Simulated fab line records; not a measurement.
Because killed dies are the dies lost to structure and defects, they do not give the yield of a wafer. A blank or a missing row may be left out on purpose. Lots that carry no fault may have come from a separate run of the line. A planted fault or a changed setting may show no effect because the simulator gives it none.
Which tool was responsible? -- flow n5 finfet -- Sampling: 24 lots, 72 wafers, 3 of 1938 route steps

WHAT THE GAUGES SHOWED, per wafer
N5_BEOL_M4_INSPECT_59: inspects for defects (darkfield). Usual: raw defect count at 71, with a standard deviation of 23.
lot,measured,on,raw defect count,flag
L074,day 7 18:14,defect inspect-02,50 76 57,
L075,day 7 22:46,defect inspect-01,73 102 123,
L076,day 8 14:45,defect inspect-02,42 61 65,
L077,day 8 15:01,defect inspect-02,112 65 99,
L078,day 8 17:08,defect inspect-02,89 126 136,
L079,day 8 18:59,defect inspect-01,70 96 105,
L080,day 8 23:12,defect inspect-02,90 71 96,
L081,day 9 14:47,defect inspect-02,56 62 46,
L082,day 10 00:56,defect inspect-02,55 82 36,
L083,day 10 06:09,defect inspect-01,45 73 89,
L084,day 10 09:10,defect inspect-02,80 88 58,
L085,day 10 09:11,defect inspect-01,49 105 76,
L086,day 11 02:29,defect inspect-01,55 59 90,
L088,day 11 03:07,defect inspect-02,54 51 87,
L087,day 11 07:14,defect inspect-01,54 71 116,
L089,day 11 17:53,defect inspect-02,85 61 50,
L090,day 12 02:31,defect inspect-01,42 101 74,
L091,day 12 05:02,defect inspect-01,48 41 50,
L092,day 12 10:17,defect inspect-01,46 46 56,
L093,day 12 16:08,defect inspect-02,47 81 41,
L094,day 12 19:43,defect inspect-02,39 81 64,
L095,day 13 03:20,defect inspect-01,112 94 66,
L096,day 13 12:13,defect inspect-02,54 51 76,
L097,day 13 12:21,defect inspect-02,66 35 68,

N5_BEOL_M5_OVL_MEAS_12. Usual: M5_OVL typically reads -0.1 nm, with standard deviation 0.68.
lot,measured,on,M5_OVL (nm),flag
L074,day 7 21:03,overlay-02,0.3 -0.1 -0.5,
L075,day 8 02:44,overlay-01,-0.3 0.6 1.0,
L076,day 8 17:30,overlay-02,1.4 -0.7 0.4,
L077,day 8 18:36,overlay-01,-2.4 -0.9 -0.1,
L078,day 8 20:01,overlay-02,1.3 0.8 0.6,
L079,day 8 21:43,overlay-02,0.8 0.2 0.3,
L080,day 9 02:12,overlay-01,0.3 -0.3 -0.3,
L081,day 9 17:42,overlay-01,0.5 -0.5 -0.1,
L082,day 10 03:28,overlay-02,-0.2 0.7 -0.4,
L083,day 10 09:13,overlay-02,0.7 1.0 0.4,
L084,day 10 12:23,overlay-02,-1.0 -1.5 0.0,
L085,day 10 12:29,overlay-02,0.3 0.3 -0.3,
L086,day 11 05:52,overlay-02,-0.2 -0.2 0.8,
L088,day 11 06:04,overlay-01,-0.8 -1.0 -1.5,
L087,day 11 09:50,overlay-01,0.5 -0.5 0.7,
L089,day 11 22:47,overlay-02,-0.4 0.5 -0.1,
L090,day 12 06:14,overlay-02,-0.8 -0.6 0.6,
L091,day 12 07:17,overlay-02,-0.7 -1.4 -0.7,
L092,day 12 13:00,overlay-02,0.9 0.9 -0.3,
L093,day 12 19:29,overlay-02,1.2 1.3 0.3,
L094,day 12 23:11,overlay-02,-0.6 0.0 0.0,
L095,day 13 06:34,overlay-02,-0.6 0.1 -0.1,
L096,day 13 15:08,overlay-01,0.1 -0.9 0.2,
L097,day 13 15:26,overlay-02,0.7 -0.4 0.4,

EACH LOT AND THE TOOL THAT RAN IT (in order: tool; ch and the chambers of the sampled wafers; start)
lot,N5_BEOL_M5_PECVD_70
L074,"pecvd-04 ch 0,1,2, day 7 19:49"
L075,"pecvd-04 ch 0,1,2, day 8 00:25"
L076,"pecvd-01 ch 1,2, day 8 16:21"
L077,"pecvd-02 ch 0,1,2, day 8 17:22"
L078,"pecvd-02 ch 1,2, day 8 18:44"
L079,"pecvd-04 ch 0,1,2, day 8 21:04"
L080,"pecvd-02 ch 0,1, day 9 00:49"
L081,"pecvd-02 ch 0,1, day 9 16:23"
L082,"pecvd-04 ch 0,2, day 10 02:32"
L083,"pecvd-04 ch 0,2, day 10 07:55"
L084,"pecvd-02 ch 0,2, day 10 10:47"
L085,"pecvd-04 ch 0,1,2, day 10 10:49"
L086,"pecvd-02 ch 0,2, day 11 04:34"
L088,"pecvd-04 ch 0,1,2, day 11 04:43"
L087,"pecvd-01 ch 0,1,2, day 11 08:51"
L089,"pecvd-04 ch 1,2, day 11 20:58"
L090,"pecvd-04 ch 0,2, day 12 04:08"
L091,"pecvd-02 ch 0,2, day 12 06:38"
L092,"pecvd-04 ch 0,1, day 12 12:21"
L093,"pecvd-04 ch 1,2, day 12 17:44"
L094,"pecvd-02 ch 1,2, day 12 21:20"
L095,"pecvd-04 ch 0,1, day 13 04:57"
L096,"pecvd-04 ch 0,1, day 13 13:49"
L097,"pecvd-02 ch 0,1,2, day 13 13:59"
- N5_BEOL_M5_PECVD_70: deposits SiO2 from TEOS/O2, target thk 16 nm, time 18 s.

WHAT THE TOOLS THEMSELVES READ (means of the sampled wafers that have a number; where no wafer has one, the mark that the record gives instead)
N5_BEOL_M5_PECVD_70. Usual: heater power w 723 W, standard deviation 88; showerhead plenum p Torr 8.79 Torr, standard deviation 0.062; throttle valve pct 22.4 %, standard deviation 1.1.
lot,tool,heater power w (W),showerhead plenum p Torr (Torr),throttle valve pct (%),flag
L074,pecvd-04,719,8.84,22.1,
L075,pecvd-04,742,8.85,22.2,
L076,pecvd-01,685,8.85,22.9,
L077,pecvd-02,738,8.73,22.4,
L078,pecvd-02,730,8.72,22.8,
L079,pecvd-04,772,8.83,22.2,
L080,pecvd-02,782,8.76,23.0,
L081,pecvd-02,799,8.73,23.5,
L082,pecvd-04,805,8.82,21.5,
L083,pecvd-04,713,8.83,21.7,
L084,pecvd-02,647,8.70,21.5,
L085,pecvd-04,742,8.84,22.3,
L086,pecvd-02,660,8.72,22.2,
L088,pecvd-04,734,8.83,22.3,
L087,pecvd-01,756,8.87,23.6,
L089,pecvd-04,729,8.83,22.6,
L090,pecvd-04,779,8.84,21.5,
L091,pecvd-02,670,8.74,22.3,
L092,pecvd-04,668,8.82,22.9,
L093,pecvd-04,681,8.83,22.7,
L094,pecvd-02,644,8.70,21.9,
L095,pecvd-04,631,8.84,23.1,
L096,pecvd-04,710,8.84,23.1,
L097,pecvd-02,740,8.73,22.7,

THE ANSWER, worked out from the rows above alone
Rule: take the mean of a lot's wafers that have a number; if it is more than 3 standard deviations from the usual mean, the lot is off. A lot without any number at a reading at which 4 lots or more have one is off too. Where the step has rows for the other lots, those lots are counted as sound. First the gauges in route order, then the tools' own readings, where a lot's mean is used as printed above. At the first step where some lot is off, the reading lying furthest off is the one used; lots without a number count as furthest.
No lot is off at any reading shown: from this, nothing can be told.

WHAT THE SIMULATOR HAD PUT IN
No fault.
